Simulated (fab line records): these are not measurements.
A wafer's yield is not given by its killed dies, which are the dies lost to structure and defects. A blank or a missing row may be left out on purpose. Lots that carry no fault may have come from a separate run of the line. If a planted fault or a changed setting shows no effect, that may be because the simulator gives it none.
fab line records | flow nand_harc
record lots=11 | wafers=33 | last_day=25
route steps=1159 shown A_CONTACT@858 END@1159
lots that met no fault: taken from a fault-free run of the same line
start_h: start of the lot's first displayed wafer, in hours after the record's first day | wait_h: hours since the lot's step before | " same as the row above | L1.1+2: several wafers, shown together as one row | - value missing, or start not given | * or withheld: withheld | < > ~ a bound
route shown NAME@n: a module of which the file shows steps, and the number in the route of the first | usual: the fault-free wafers' mean and standard deviation | same: alike in all rows | chamber/n: place in a boat | sites: per-site readings | _std_site: the standard deviation of these | _edge_site: outer sites' mean less inner sites' | radius_mm: how far each site lies from the wafer's centre | mask NAME#n: copy n | behind: the last tool/chamber to shape the wafer | hold: the reason the lot was held/the length of the hold in hours/how it ended | device: whichever transistor did not switch (one of n, p or np) | end of line: at the end of the route, the tests of the same wafers | a step with no rows: only its recipe | killed: dies lost to structure and defects at the first sort, not the wafer's yield | map: per-die view of a wafer (x killed, . not killed, _ where there is no die)
set.NAME: the run value of the setting; set.NAME@STEP: its run value at that earlier step | model.NAME: the simulator's own value behind a step, which no gauge read
one table for each step of the route and one row for each wafer, over a sample of lots
services: a tool's chamber out of use, with start hour (start_h, from the record's first day; less than 0 if before it), hours out, and reason
## steps
# step NHARC_A_CONTACT_ETCH_48
# recipe target_depth_a=390 | over_etch_frac=0.3 | time_s=65 | ion_energy_ev=80 | cf4_flow_sccm=150 | ar_flow_sccm=0 | rf_w=300 | bias_w=100 | chemistry=CF4
# usual bias_w=100.0/0.32 | cf4_flow_sccm=150.0/0.44 | drypump_motor_current_A=5.7/0.37 | oes_product_au=1.002/0.014 | rf_vpp_V=151.5/1.1 | showerhead_plenum_p_Torr=1.78/0.065 | throttle_valve_pct=13.283/0.0086
lot.wafer | tool        | chamber | start_h | wait_h | bias_w | cf4_flow_sccm | drypump_motor_current_A | oes_product_au | rf_hours_counter_h | rf_vpp_V | showerhead_plenum_p_Torr | throttle_valve_pct
L784.2    | rie_diel-13 | 2       | 377.32  | 0.1    | 99.3   | 150.1         | 5.8                     | 1.043          | 21                 | 149.9    | 1.75                     | 13.285
L784.1    | "           | 0       | "       | "      | 99.6   | 150.4         | 5.7                     | 0.997          | 21                 | 148.9    | 1.65                     | 13.292
L784.6    | "           | 2       | "       | "      | 99.8   | 149.6         | 5.8                     | 1.026          | -                  | 151.3    | 1.75                     | 13.301
L783.3    | rie_diel-01 | 3       | 381.14  | 0.1    | 99.9   | 150.1         | 6.6                     | 0.994          | 24                 | 151.1    | 1.83                     | 13.272
L783.1    | "           | 2       | "       | "      | 100.0  | 150.3         | 5.2                     | 1.022          | 23                 | 152.9    | 1.80                     | 13.279
L783.5    | "           | 0       | "       | "      | 100.2  | 150.8         | 5.8                     | 0.999          | -                  | 151.2    | 1.81                     | 13.284
L791.1    | rie_diel-13 | 2       | 426.85  | 0.1    | 100.1  | 149.9         | 5.8                     | 1.022          | 32                 | 151.5    | 1.75                     | 13.277
L791.6    | "           | 3       | "       | "      | 100.3  | 149.6         | 5.8                     | 1.002          | -                  | 149.9    | 1.78                     | 13.281
L791.5    | "           | 0       | "       | "      | 99.4   | 149.6         | 5.6                     | 0.988          | -                  | 150.7    | 1.64                     | 13.292
L789.1    | rie_diel-06 | 1       | 427.54  | 0.1    | 100.3  | 150.1         | 5.2                     | 1.000          | 0                  | 151.2    | 1.74                     | 13.281
L789.2    | "           | 3       | "       | "      | 100.4  | 149.5         | 6.4                     | 0.999          | 0                  | 151.3    | 1.73                     | 13.278
L789.5    | "           | 1       | "       | "      | 100.0  | 149.9         | 5.1                     | 1.004          | -                  | 151.1    | 1.74                     | 13.289
L797.3    | rie_diel-01 | 3       | 470.73  | 0.1    | 99.5   | 149.9         | 6.6                     | 0.984          | 55                 | 151.9    | 1.82                     | 13.277
L797.1    | "           | 0       | "       | "      | 100.5  | 150.6         | 5.8                     | 0.985          | 53                 | 151.7    | 1.81                     | 13.285
L797.5    | "           | 0       | "       | "      | 100.0  | 150.1         | 5.8                     | 0.991          | -                  | 152.1    | 1.81                     | 13.292
L796.3    | rie_diel-13 | 1       | 476.09  | 0.1    | 100.1  | 149.9         | 5.5                     | 0.978          | 3                  | 151.0    | 1.84                     | 13.273
L796.5    | "           | 3       | "       | "      | 99.5   | 150.2         | 5.9                     | 1.002          | -                  | 151.4    | 1.78                     | 13.279
L796.6    | "           | 0       | "       | "      | 100.2  | 150.1         | 5.6                     | 1.000          | -                  | 151.9    | 1.91                     | 13.290
L799.1    | rie_diel-13 | 3       | 483.92  | 0.1    | 100.5  | 149.8         | 5.9                     | 1.013          | 6                  | 150.8    | 1.78                     | 13.287
L799.3    | "           | 0       | "       | "      | 99.7   | 150.3         | 5.7                     | 1.001          | 5                  | 152.5    | 1.91                     | 13.277
L799.4    | "           | 2       | "       | "      | 99.7   | 150.3         | 5.8                     | 0.996          | 6                  | 149.7    | 1.74                     | 13.289
L800.3    | rie_diel-13 | 2       | 498.04  | 0.1    | 100.0  | 150.0         | 5.8                     | 0.995          | 8                  | 150.8    | 1.74                     | 13.272
L800.4    | "           | 3       | "       | "      | 100.2  | 149.9         | 5.9                     | 1.009          | 8                  | 151.2    | 1.78                     | 13.300
L800.1    | "           | 0       | "       | "      | 99.6   | 150.1         | 5.7                     | 1.006          | 8                  | 153.0    | 1.91                     | 13.288
L802.3    | rie_diel-13 | 3       | 507.36  | 0.1    | 99.8   | 150.7         | 5.9                     | 1.010          | 11                 | 153.2    | 1.78                     | 13.277
L802.6    | "           | 1       | "       | "      | 100.2  | 150.0         | 5.6                     | 0.982          | -                  | 152.2    | 1.84                     | 13.276
L802.5    | "           | 2       | "       | "      | 99.5   | 149.8         | 5.8                     | 1.005          | -                  | 150.5    | 1.74                     | 13.288
L803.2    | rie_diel-01 | 0       | 507.84  | 0.1    | 100.1  | 150.6         | 5.8                     | 1.010          | 4                  | 150.6    | 1.80                     | 13.282
L803.3    | "           | 2       | "       | "      | 100.5  | 150.8         | 5.2                     | 1.004          | 3                  | 152.4    | 1.79                     | 13.283
L803.1    | "           | 3       | "       | "      | 100.2  | 150.0         | 6.5                     | 1.010          | 5                  | 151.7    | 1.82                     | 13.280
L804.3    | rie_diel-13 | 1       | 520.66  | 0.1    | 100.1  | 149.3         | 5.5                     | 0.997          | 14                 | 152.1    | 1.84                     | 13.270
L804.4    | "           | 2       | "       | "      | 100.5  | 149.8         | 5.8                     | 0.989          | 15                 | 152.6    | 1.74                     | 13.266
L804.1    | "           | 3       | "       | "      | 100.1  | 150.3         | 5.8                     | 1.017          | 14                 | 152.5    | 1.78                     | 13.277
# step NHARC_A_CONTACT_ETCH_50
# recipe target_depth_a=847 | time_s=42.4 | cf4_flow_sccm=100 | chf3_flow_sccm=30 | ar_flow_sccm=0 | rf_w=500 | bias_w=200 | chemistry=CF4/CHF3
# usual bias_w=200.0/0.57 | cf4_flow_sccm=100.0/0.32 | drypump_motor_current_A=5.7/0.36 | oes_product_au=0.960/0.02 | rf_vpp_V=371.0/2.2 | showerhead_plenum_p_Torr=1.58/0.063 | throttle_valve_pct=16.802/0.0092
lot.wafer | tool        | chamber | start_h | wait_h | bias_w | cf4_flow_sccm | drypump_motor_current_A | oes_product_au | rf_hours_counter_h | rf_vpp_V | showerhead_plenum_p_Torr | throttle_valve_pct
L784.1    | rie_diel-13 | 1       | -       | -      | 199.0  | 99.8          | 5.5                     | 0.946          | 18                 | 372.1    | 1.64                     | 16.796
L784.2    | "           | 2       | "       | "      | 200.1  | 100.2         | 5.9                     | 0.975          | 21                 | 369.0    | 1.56                     | 16.802
L784.6    | "           | 1       | "       | "      | 199.5  | 100.0         | 5.6                     | 0.949          | -                  | 373.3    | 1.64                     | 16.795
L783.3    | rie_diel-01 | 3       | -       | -      | 199.8  | 100.5         | 6.5                     | 0.969          | 24                 | 373.2    | 1.63                     | 16.812
L783.1    | "           | 0       | "       | "      | 201.1  | 99.8          | 5.9                     | 0.958          | 25                 | 371.4    | 1.61                     | 16.793
L783.5    | "           | 2       | "       | "      | 199.0  | 100.5         | 5.2                     | 1.000          | -                  | 371.9    | 1.61                     | 16.799
L791.1    | rie_diel-13 | 2       | -       | -      | 199.5  | 99.5          | 5.8                     | 0.989          | 32                 | 370.4    | 1.55                     | 16.791
L791.5    | "           | 0       | "       | "      | 200.9  | 99.4          | 5.7                     | 0.949          | -                  | 366.8    | 1.46                     | 16.788
L791.6    | "           | 1       | "       | "      | 199.6  | 100.3         | 5.6                     | 0.956          | -                  | 372.5    | 1.64                     | 16.808
L789.1    | rie_diel-06 | 3       | -       | -      | 199.4  | 100.2         | 6.4                     | 0.941          | 0                  | 368.6    | 1.54                     | 16.799
L789.2    | "           | 0       | "       | "      | 200.2  | 99.6          | 5.6                     | 0.939          | 0                  | 370.2    | 1.56                     | 16.804
L789.5    | "           | 1       | "       | "      | 200.6  | 100.4         | 5.1                     | 0.966          | -                  | 370.7    | 1.55                     | 16.799
L797.1    | rie_diel-13 | 3       | 471.67  | -      | 200.3  | 100.1         | 5.8                     | 1.005          | 3                  | 369.6    | 1.58                     | 16.796
L797.3    | "           | 1       | "       | "      | 200.5  | 99.9          | 5.5                     | 0.988          | 2                  | 373.0    | 1.64                     | 16.791
L797.5    | "           | 0       | "       | "      | 199.2  | 100.3         | 5.6                     | 0.997          | -                  | 374.3    | 1.70                     | 16.813
L796.3    | rie_diel-13 | 0       | -       | -      | 200.1  | 99.2          | 5.7                     | 0.954          | 3                  | 374.9    | 1.70                     | 16.791
L796.5    | "           | 1       | "       | "      | 200.0  | 100.0         | 5.6                     | 0.941          | -                  | 373.8    | 1.64                     | 16.798
L796.6    | "           | 2       | "       | "      | 199.6  | 99.3          | 5.9                     | 0.962          | -                  | 370.3    | 1.55                     | 16.801
L799.1    | rie_diel-13 | 0       | -       | -      | 200.3  | 99.7          | 5.7                     | 0.956          | 5                  | 374.1    | 1.70                     | 16.806
L799.4    | "           | 1       | "       | "      | 199.1  | 100.0         | 5.6                     | 0.964          | 5                  | 371.8    | 1.64                     | 16.809
L799.3    | "           | 2       | "       | "      | 200.3  | 100.0         | 5.8                     | 0.970          | 6                  | 369.0    | 1.55                     | 16.790
L800.4    | rie_diel-13 | 3       | -       | -      | 199.6  | 100.0         | 5.8                     | 0.978          | 9                  | 371.0    | 1.58                     | 16.805
L800.1    | "           | 0       | "       | "      | 199.8  | 100.3         | 5.7                     | 0.980          | 8                  | 374.4    | 1.70                     | 16.800
L800.3    | "           | 1       | "       | "      | 198.9  | 99.9          | 5.5                     | 0.971          | 8                  | 372.9    | 1.64                     | 16.786
L802.3    | rie_diel-13 | 2       | -       | -      | 199.5  | 99.9          | 5.8                     | 0.976          | 11                 | 370.6    | 1.55                     | 16.805
L802.5    | "           | 1       | "       | "      | 200.0  | 100.1         | 5.5                     | 0.977          | -                  | 373.7    | 1.63                     | 16.826
L802.6    | "           | 2       | "       | "      | 200.0  | 100.0         | 5.8                     | 0.976          | -                  | 368.7    | 1.55                     | 16.806
L803.3    | rie_diel-01 | 2       | -       | -      | 200.4  | 99.5          | 5.2                     | 0.957          | 4                  | 371.9    | 1.60                     | 16.795
L803.1    | "           | 3       | "       | "      | 199.9  | 100.2         | 6.6                     | 0.936          | 5                  | 370.8    | 1.62                     | 16.821
L803.2    | "           | 0       | "       | "      | 200.9  | 100.1         | 5.8                     | 0.954          | 5                  | 370.4    | 1.61                     | 16.791
L804.1    | rie_diel-13 | 0       | -       | -      | 199.5  | 100.1         | 5.6                     | 0.966          | 14                 | 375.5    | 1.70                     | 16.811
L804.4    | "           | 1       | "       | "      | 199.6  | 100.1         | 5.6                     | 0.959          | 14                 | 372.5    | 1.63                     | 16.812
L804.3    | "           | 2       | "       | "      | 199.0  | 100.0         | 5.9                     | 0.984          | 15                 | 369.8    | 1.55                     | 16.805
# step NHARC_A_CONTACT_ETCH_115
# recipe source_w=withheld | pressure_mtorr=20 | bias_v=3000 | time_s=94 | target_depth_a=9220 | ar_flow_sccm=withheld | c4f8_flow_sccm=withheld | o2_flow_sccm=withheld | chemistry=C4F8/O2/Ar
# usual chamber_pressure_mTorr=20.000/0.019 | oes_air_line_au=1.001/0.022
lot.wafer | tool            | chamber | start_h | wait_h | chamber_pressure_mTorr | oes_air_line_au | rf_hours_counter_h
L784.1    | har_cap_etch-01 | 0       | 378.98  | 0.1    | 19.989                 | 0.982           | 53
L784.2    | "               | 1       | "       | "      | 20.014                 | 1.007           | 53
L784.6    | "               | 1       | "       | "      | 19.987                 | 0.984           | -
L783.1    | har_cap_etch-01 | 0       | 382.97  | 0.1    | 20.019                 | 0.994           | 54
L783.3    | "               | 0       | "       | "      | 20.005                 | 0.978           | -
L783.5    | "               | 0       | "       | "      | 20.021                 | 1.003           | -
L791.1    | har_cap_etch-02 | 0       | 428.50  | 0.1    | 19.960                 | 1.001           | 20
L791.5    | "               | 1       | "       | "      | 19.984                 | 0.946           | -
L791.6    | "               | 0       | "       | "      | 20.028                 | 1.010           | -
L789.1    | har_cap_etch-01 | 0       | 429.37  | 0.1    | 19.987                 | 0.972           | 61
L789.2    | "               | 1       | "       | "      | 19.992                 | 0.985           | 61
L789.5    | "               | 0       | "       | "      | 19.997                 | 1.027           | -
L797.1    | har_cap_etch-02 | 1       | 472.88  | 0.1    | 20.031                 | 1.029           | 27
L797.3    | "               | 0       | "       | "      | 19.991                 | 1.016           | -
L797.5    | "               | 1       | "       | "      | 20.020                 | 1.007           | -
L796.3    | har_cap_etch-01 | 1       | 477.76  | 0.1    | 20.003                 | 0.984           | -
L796.6    | "               | 1       | "       | "      | 19.983                 | 0.976           | -
L796.5    | "               | 0       | "       | "      | 19.980                 | 1.018           | -
L799.1    | har_cap_etch-01 | 1       | 485.60  | 0.1    | 19.993                 | 0.976           | 70
L799.3    | "               | 1       | "       | "      | 20.014                 | 1.002           | -
L799.4    | "               | 0       | "       | "      | 20.018                 | 0.997           | -
L800.1    | har_cap_etch-03 | 1       | 499.70  | 0.1    | 20.000                 | 1.015           | 104
L800.4    | "               | 0       | "       | "      | 20.014                 | 1.027           | -
L800.3    | "               | 1       | "       | "      | 19.966                 | 0.995           | -
L802.3    | har_cap_etch-01 | 0       | 509.03  | 0.1    | 19.979                 | 1.036           | -
L802.5    | "               | 0       | "       | "      | 20.003                 | 1.031           | -
L802.6    | "               | 1       | "       | "      | 20.015                 | 1.009           | -
L803.2    | har_cap_etch-02 | 1       | 509.61  | 0.1    | 19.990                 | 1.025           | 35
L803.1    | "               | 0       | "       | "      | 20.005                 | 1.024           | 35
L803.3    | "               | 1       | "       | "      | 19.986                 | 1.017           | -
L804.1    | har_cap_etch-02 | 1       | 522.30  | 0.1    | 19.991                 | 1.023           | 37
L804.3    | "               | 1       | "       | "      | 19.995                 | 1.019           | -
L804.4    | "               | 0       | "       | "      | 20.009                 | 0.986           | -
# step NHARC_A_CONTACT_ETCH_116
# recipe source_w=withheld | pressure_mtorr=20 | bias_v=3000 | time_s=94 | target_depth_a=9220 | ar_flow_sccm=withheld | c4f8_flow_sccm=withheld | o2_flow_sccm=withheld | chemistry=C4F8/O2/Ar
# usual chamber_pressure_mTorr=19.998/0.017 | oes_air_line_au=0.995/0.019
lot.wafer | tool            | chamber | start_h | wait_h | chamber_pressure_mTorr | oes_air_line_au | rf_hours_counter_h
L784.1    | har_cap_etch-01 | 0       | 379.07  | 0.1    | 19.990                 | 0.991           | 53
L784.2    | "               | 1       | "       | "      | 19.993                 | 0.971           | 53
L784.6    | "               | 1       | "       | "      | 19.986                 | 1.001           | -
L783.1    | har_cap_etch-01 | 0       | 383.09  | 0.1    | 19.974                 | 0.979           | 54
L783.3    | "               | 0       | "       | "      | 19.989                 | 0.961           | -
L783.5    | "               | 0       | "       | "      | 19.972                 | 0.988           | -
L791.1    | har_cap_etch-02 | 0       | 428.59  | 0.1    | -                      | -               | -
L791.5    | "               | 1       | "       | "      | -                      | -               | -
L791.6    | "               | 0       | "       | "      | -                      | -               | -
L789.1    | har_cap_etch-01 | 0       | 429.49  | 0.1    | -                      | -               | -
L789.2    | "               | 1       | "       | "      | -                      | -               | -
L789.5    | "               | 0       | "       | "      | -                      | -               | -
L797.1    | har_cap_etch-02 | 1       | 472.97  | 0.1    | 19.982                 | 0.993           | 27
L797.3    | "               | 0       | "       | "      | 20.027                 | 1.006           | -
L797.5    | "               | 1       | "       | "      | 20.000                 | 0.992           | -
L796.3    | har_cap_etch-01 | 1       | 477.85  | 0.1    | 20.017                 | 0.995           | -
L796.6    | "               | 1       | "       | "      | 19.994                 | 0.974           | -
L796.5    | "               | 0       | "       | "      | 19.982                 | 0.996           | -
L799.1    | har_cap_etch-01 | 1       | 485.69  | 0.1    | 19.988                 | 1.024           | 70
L799.3    | "               | 1       | "       | "      | 20.016                 | 0.992           | -
L799.4    | "               | 0       | "       | "      | 19.986                 | 1.013           | -
L800.1    | har_cap_etch-03 | 1       | 499.79  | 0.1    | 19.972                 | 1.026           | 104
L800.4    | "               | 0       | "       | "      | 20.000                 | 0.990           | -
L800.3    | "               | 1       | "       | "      | 19.990                 | 1.012           | -
L802.3    | har_cap_etch-01 | 0       | 509.12  | 0.1    | 20.017                 | 1.031           | -
L802.5    | "               | 0       | "       | "      | 20.009                 | 1.002           | -
L802.6    | "               | 1       | "       | "      | 19.974                 | 0.988           | -
L803.2    | har_cap_etch-02 | 1       | 509.71  | 0.1    | 19.988                 | 0.998           | 35
L803.1    | "               | 0       | "       | "      | 19.998                 | 0.974           | 35
L803.3    | "               | 1       | "       | "      | 20.018                 | 1.006           | -
L804.1    | har_cap_etch-02 | 1       | 522.39  | 0.1    | 19.998                 | 0.977           | 37
L804.3    | "               | 1       | "       | "      | 20.026                 | 0.974           | -
L804.4    | "               | 0       | "       | "      | 20.018                 | 1.019           | -
# step NHARC_END_SORT_01
# recipe temp_c=25
# usual killed_at_array=29/10 | killed_at_other=0.7/1.1 | killed_at_periphery=3.3/2.4 | killed_dies=33/11 | killed_open=3.3/2 | killed_short=1.9/1.3
# same gross_dies=677
lot.wafer | tool      | chamber | start_h | wait_h | hold                   | killed_at_array | killed_at_other | killed_at_periphery | killed_dies | killed_open | killed_short
L784.1    | prober-01 | 0       | 445.51  | 2.5    | -                      | 21              | 0               | 4                   | 25          | 2           | 4
L784.2    | prober-01 | 0       | 446.31  | 2.8    | -                      | 26              | 0               | 2                   | 28          | 4           | 5
L784.6    | prober-01 | 0       | 449.50  | 4.0    | -                      | 18              | 0               | 2                   | 20          | 2           | 1
L791.1    | prober-01 | 0       | 505.89  | 2.5    | await_dispo/2.3h/scrap | 676             | 0               | 1                   | 677         | 2           | 3
L791.5    | prober-01 | 0       | 509.10  | 3.7    | await_dispo/2.3h/scrap | 675             | 0               | 2                   | 677         | 4           | 2
L791.6    | prober-01 | 0       | 509.91  | 4.0    | await_dispo/2.3h/scrap | 677             | 0               | 0                   | 677         | 1           | 1
L789.1    | prober-02 | 0       | 505.97  | 2.5    | await_dispo/2.0h/scrap | 672             | 1               | 4                   | 677         | 4           | 2
L789.2    | prober-02 | 0       | 506.75  | 2.8    | await_dispo/2.0h/scrap | 675             | 0               | 2                   | 677         | 5           | 2
L789.5    | prober-02 | 0       | 509.11  | 3.6    | await_dispo/2.0h/scrap | 673             | 1               | 3                   | 677         | 2           | 1
L797.1    | prober-02 | 0       | 557.75  | 2.5    | -                      | 40              | 0               | 2                   | 42          | 1           | 3
L797.3    | prober-02 | 0       | 559.36  | 3.1    | -                      | 40              | 3               | 2                   | 45          | 4           | 3
L797.5    | prober-02 | 0       | 560.96  | 3.7    | -                      | 50              | 0               | 7                   | 57          | 5           | 1
L796.3    | prober-01 | 0       | 559.36  | 3.1    | -                      | 16              | 0               | 5                   | 21          | 3           | 2
L796.5    | prober-01 | 0       | 560.96  | 3.7    | -                      | 14              | 1               | 6                   | 21          | 6           | 2
L796.6    | prober-01 | 0       | 561.77  | 4.0    | -                      | 13              | 0               | 0                   | 13          | 2           | 1
L799.1    | prober-01 | 0       | 566.62  | 2.5    | -                      | 33              | 0               | 6                   | 39          | 1           | 1
L799.3    | prober-01 | 0       | 568.21  | 3.1    | -                      | 32              | 0               | 5                   | 37          | 2           | 1
L799.4    | prober-01 | 0       | 569.01  | 3.4    | -                      | 29              | 1               | 0                   | 30          | 2           | 1
# killed by level:class
L784.1 A_SLIT:chamber_film_flake=9 A_CHANNEL_FILL_D1:chamber_film_flake=3 A_M0:geometric_particle:short=2 P_GATE:chamber_film_flake=2 A_CHANNEL_HOLE_D1:chamber_film_flake=2 P_M1:geometric_particle:short=1 A_SGD_CUT:geometric_particle:open=1 A_WL_FILL:geometric_particle:open=1
L784.2 A_SLIT:chamber_film_flake=13 A_BLC:geometric_particle:short=2 A_CHANNEL_HOLE_D1:chamber_film_flake=2 A_SOURCE_PLATE:geometric_particle:short=1 A_ONON_D1:geometric_particle:short=1 A_CHANNEL_FILL_D1:geometric_particle:short=1 A_WL_FILL:geometric_particle:open=1 A_CONTACT:geometric_particle:open=1
L784.6 A_SLIT:chamber_film_flake=8 A_CHANNEL_FILL_D1:chamber_film_flake=4 A_CONTACT:chamber_film_flake=3 P_CONTACT:geometric_particle:open=1 A_SGD_CUT:geometric_particle:open=1 A_M0:geometric_particle:short=1 P_GATE:chamber_film_flake=1 A_STAIRCASE:chamber_film_flake=1
L791.1 A_CONTACT:area_etch=646 A_CHANNEL_HOLE_D1:chamber_film_flake=18 A_STAIRCASE:chamber_film_flake=6 A_WL_FILL:geometric_particle:short=2 A_SGD_CUT:geometric_particle:open=1 A_BLC:geometric_particle:short=1 A_M1:geometric_particle:open=1 P_GATE:chamber_film_flake=1
L789.1 A_CONTACT:area_etch=639 A_CHANNEL_HOLE_D1:chamber_film_flake=20 A_STAIRCASE:chamber_film_flake=4 A_CONTACT:chamber_film_flake=3 P_STI:chamber_film_flake=2 P_CONTACT:geometric_particle:open=1 A_CHANNEL_HOLE_D1:geometric_particle:open=1 A_M0:geometric_particle:open=1
L789.2 A_CONTACT:area_etch=646 A_CHANNEL_HOLE_D1:chamber_film_flake=19 A_CONTACT:chamber_film_flake=4 P_GATE:geometric_particle:open=1 P_M0:geometric_particle:open=1 A_CHANNEL_FILL_D1:geometric_particle:open=1 A_WL_FILL:geometric_particle:open=1 A_WL_FILL:geometric_particle:short=1
L791.5 A_CONTACT:area_etch=645 A_CHANNEL_HOLE_D1:chamber_film_flake=19 A_STAIRCASE:chamber_film_flake=3 A_CONTACT:chamber_film_flake=3 P_CONTACT:geometric_particle:open=1 P_M0:geometric_particle:short=1 A_ONON_D1:geometric_particle:short=1 A_ONON_D1:geometric_particle:open=1
L789.5 A_CONTACT:area_etch=647 A_CHANNEL_HOLE_D1:chamber_film_flake=18 A_CONTACT:chamber_film_flake=5 A_STAIRCASE:chamber_film_flake=2 P_GATE:geometric_particle:open=1 P_CONTACT:geometric_particle:open=1 A_ONON_D1:geometric_particle:short=1 P_STI:chamber_film_flake=1
L791.6 A_CONTACT:area_etch=650 A_CHANNEL_HOLE_D1:chamber_film_flake=19 A_STAIRCASE:chamber_film_flake=4 A_CONTACT:chamber_film_flake=2 A_CHANNEL_FILL_D1:geometric_particle:short=1 A_CONTACT:geometric_particle:open=1
L797.1 A_CHANNEL_HOLE_D1:chamber_film_flake=20 A_SLIT:chamber_film_flake=15 P_GATE:geometric_particle:short=1 A_CHANNEL_FILL_D1:geometric_particle:open=1 A_STAIRCASE:geometric_particle:short=1 A_WL_FILL:geometric_particle:short=1 P_M2:chamber_film_flake=1 A_STAIRCASE:chamber_film_flake=1
L797.3 A_CHANNEL_HOLE_D1:chamber_film_flake=22 A_SLIT:chamber_film_flake=13 A_BLC:geometric_particle:open=2 THIN_TSV:chamber_film_flake=2 P_CONTACT:geometric_particle:open=1 A_ONON_D1:geometric_particle:short=1 A_SGD_CUT:geometric_particle:short=1 A_CONTACT:geometric_particle:open=1
L796.3 A_CHANNEL_HOLE_D1:chamber_film_flake=6 P_M2:chamber_film_flake=3 A_CONTACT:chamber_film_flake=3 A_SGD_CUT:chamber_film_flake=2 P_CONTACT:geometric_particle:open=1 A_ONON_D1:geometric_particle:open=1 A_WL_FILL:geometric_particle:short=1 A_M0:geometric_particle:short=1
L797.5 A_CHANNEL_HOLE_D1:chamber_film_flake=24 A_SLIT:chamber_film_flake=19 P_M2:chamber_film_flake=3 A_CONTACT:geometric_particle:open=2 P_STI:chamber_film_flake=2 P_GATE:geometric_particle:open=1 A_ONON_D1:geometric_particle:open=1 A_WL_FILL:geometric_particle:open=1
L796.5 P_M2:chamber_film_flake=3 A_CHANNEL_HOLE_D1:chamber_film_flake=3 A_CONTACT:chamber_film_flake=3 A_CONTACT:geometric_particle:open=2 A_SGD_CUT:chamber_film_flake=2 P_CONTACT:geometric_particle:open=1 P_M0:geometric_particle:open=1 A_CHANNEL_FILL_D1:geometric_particle:open=1
L796.6 A_CHANNEL_HOLE_D1:chamber_film_flake=6 A_CONTACT:chamber_film_flake=2 A_WL_FILL:geometric_particle:short=1 A_BLC:geometric_particle:open=1 A_M0:geometric_particle:open=1 A_SGD_CUT:chamber_film_flake=1 A_SLIT:chamber_film_flake=1
L799.1 A_CHANNEL_HOLE_D1:chamber_film_flake=28 P_ZERO_WELL:chamber_film_flake=4 P_GATE:chamber_film_flake=2 A_CONTACT:chamber_film_flake=2 A_CONTACT:geometric_particle:short=1 A_M0:geometric_particle:open=1 A_ZERO_WELL:chamber_film_flake=1
L799.3 A_CHANNEL_HOLE_D1:chamber_film_flake=27 P_ZERO_WELL:chamber_film_flake=4 A_CHANNEL_HOLE_D1:geometric_particle:short=1 A_CHANNEL_FILL_D1:geometric_particle:open=1 A_M0:geometric_particle:open=1 P_GATE:chamber_film_flake=1 A_ZERO_WELL:chamber_film_flake=1 A_STAIRCASE:chamber_film_flake=1
L799.4 A_CHANNEL_HOLE_D1:chamber_film_flake=21 A_CONTACT:chamber_film_flake=4 A_CHANNEL_FILL_D1:geometric_particle:open=1 A_M0:geometric_particle:open=1 STARTING-WAFER:geometric_particle:short=1 A_ZERO_WELL:chamber_film_flake=1 A_STAIRCASE:chamber_film_flake=1
## services
tool        | chamber | start_h | hours | kind
rie_diel-13 | 2       | 355.42  | 3.8   | repair
rie_diel-13 | 0       | 358.79  | -     | clean
rie_diel-13 | 1       | 358.79  | -     | clean
rie_diel-13 | 3       | 358.79  | -     | clean
rie_diel-13 | 0       | 383.29  | -     | clean
rie_diel-13 | 1       | 383.29  | -     | clean
rie_diel-13 | 2       | 383.29  | -     | clean
rie_diel-13 | 3       | 383.29  | -     | clean
rie_diel-13 | 1       | 390.38  | 7.0   | repair
rie_diel-01 | 0       | 397.52  | 9.4   | repair
rie_diel-13 | 0       | 407.79  | -     | clean
rie_diel-13 | 1       | 407.79  | -     | clean
rie_diel-13 | 2       | 407.79  | -     | clean
rie_diel-13 | 3       | 407.79  | -     | clean
rie_diel-06 | -       | 418.30  | 9.0   | pm
rie_diel-13 | 0       | 432.36  | -     | clean
rie_diel-13 | 1       | 432.36  | -     | clean
rie_diel-01 | 2       | 436.81  | 3.8   | repair
rie_diel-01 | 3       | 442.06  | 2.8   | repair
rie_diel-13 | 1       | 443.64  | 8.4   | repair
rie_diel-13 | -       | 453.03  | 9.0   | pm
rie_diel-01 | -       | 471.56  | 2.4   | repair
rie_diel-01 | 3       | 487.87  | 8.2   | repair
rie_diel-01 | -       | 491.80  | 9.0   | pm
## key
first_sign step=NHARC_A_CONTACT_ETCH_116 | reading=tool_record | direction=missing
effect step=NHARC_END_SORT_01 | reading=killed_at_array | direction=up | sigmas=63 | usual=29 | struck=675
more_kills_born_at NHARC_A_CONTACT_ETCH_116@har_cap_etch-02=1941 | NHARC_A_CONTACT_ETCH_116@har_cap_etch-01=1932
met_at NHARC_A_CONTACT_ETCH_116
struck_lots L789,L791
later_rows_left_out L789.1,L789.2,L789.5,L791.1,L791.5,L791.6
tester_left_out L789,L791
not_acting_at NHARC_A_CONTACT_ETCH_48,NHARC_A_CONTACT_ETCH_50,NHARC_A_CONTACT_ETCH_115
onset_between 383.09 428.59
fault kind=skipped_step_whole | tool=har_cap_etch-01,har_cap_etch-02 | chamber=- | onset_h=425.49 | steps=NHARC_A_CONTACT_ETCH_116 | scope=struck_lots_only
# tester_left_out: of these lots the tester's yield and bins aren't shown, on N5 and GAA mostly nor the transistor test; their killed dies are dies lost to structure and defects alone, not to doping, threshold or leakage, so they don't give the yield
# later_rows_left_out: the simulator's readings of these wafers behind a module that went badly wrong aren't trusted and aren't shown, but for the sort
